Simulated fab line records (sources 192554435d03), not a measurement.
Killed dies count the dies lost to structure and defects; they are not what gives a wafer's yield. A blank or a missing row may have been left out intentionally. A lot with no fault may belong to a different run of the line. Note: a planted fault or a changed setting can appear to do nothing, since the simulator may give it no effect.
Matching of chambers | flow n5-finfet | N5_BEOL_M6_DESCUM_33 on rie-diel-05: 4 sister chambers
The step chemistry O2, time 7 s. 18 wafers are shown with their chamber, then 9 later ones without.

## EACH WAFER AND ITS CHAMBER
wafer  | chamber | showerhead-plenum-p-Torr (Torr) | drypump-motor-current-A (A) | throttle-valve-pct (%)
L078.1 | 2       | 2.13                            | 5.2                         | 20.39
L078.3 | 1       | 2.09                            | 6.2                         | 20.87
L078.6 | 1       | 2.09                            | 6.2                         | 20.87
L077.1 | 2       | 2.13                            | 5.2                         | 20.40
L077.2 | 0       | 1.96                            | 5.1                         | 20.12
L077.3 | 1       | 2.09                            | 6.2                         | 20.89
L077.4 | 2       | 2.13                            | 5.2                         | 20.40
L077.5 | 1       | 2.09                            | 6.2                         | 20.88
L077.6 | 0       | 1.95                            | 5.2                         | 20.12
L079.1 | 2       | 2.13                            | 5.3                         | 20.39
L079.4 | 2       | 2.13                            | 5.3                         | 20.41
L079.6 | 1       | 2.09                            | 6.2                         | 20.88
L087.1 | 3       | 2.24                            | 5.5                         | 20.03
L087.2 | 2       | 2.12                            | 5.3                         | 20.09
L087.3 | 0       | 1.95                            | 5.1                         | 20.16
L087.4 | 2       | 2.12                            | 5.3                         | 20.11
L087.5 | 0       | 1.95                            | 5.1                         | 20.16
L087.6 | 3       | 2.24                            | 5.5                         | 20.02

SIGNATURES (averages over the wafers above)
reading                  | chamber 0 | chamber 1 | chamber 2 | chamber 3 | scatter within a chamber
showerhead-plenum-p-Torr | 1.9525    | 2.0900    | 2.1271    | 2.2400    | 0.00394
drypump-motor-current-A  | 5.125     | 6.200     | 5.257     | 5.500     | 0.042
throttle-valve-pct       | 20.1400   | 20.8780   | 20.3129   | 20.0250   | 0.0961
Rule: a wafer's distance from a chamber is the root of the sum, over the readings, of the square of ((its reading less the chamber's mean) divided by the reading's scatter). The wafer belongs to the nearest chamber; if the next one is less than 2 further off, it can't be placed. The scatter: take each reading less its chamber's mean, square it, sum over the shown wafers, divide by the number of wafers less the number of chambers, and take the root.

## WAFERS MISSING THEIR CHAMBER
wafer  | showerhead-plenum-p-Torr (Torr) | drypump-motor-current-A (A) | throttle-valve-pct (%)
L089.1 | 1.94                            | 5.2                         | 20.17
L089.2 | 2.12                            | 5.3                         | 20.13
L089.6 | 2.24                            | 5.5                         | 20.02
L086.2 | 2.24                            | 5.4                         | 20.04
L086.4 | 1.94                            | 5.1                         | 20.18
L086.6 | 1.94                            | 5.1                         | 20.16
L092.1 | 2.08                            | 6.1                         | 20.92
L092.3 | 1.94                            | 5.1                         | 20.18
L092.5 | 1.94                            | 5.1                         | 20.17

## WHICH CHAMBER EACH WENT THROUGH
wafer  | from the rows above | in truth
L089.1 | 0                   | 0
L089.2 | 2                   | 2
L089.6 | 3                   | 3
L086.2 | 3                   | 3
L086.4 | 0                   | 0
L086.6 | 0                   | 0
L092.1 | 1                   | 1
L092.3 | 0                   | 0
L092.5 | 0                   | 0
Placed correctly: 9 of 9. From these rows, 0 cannot be placed. 0 placed wrongly.
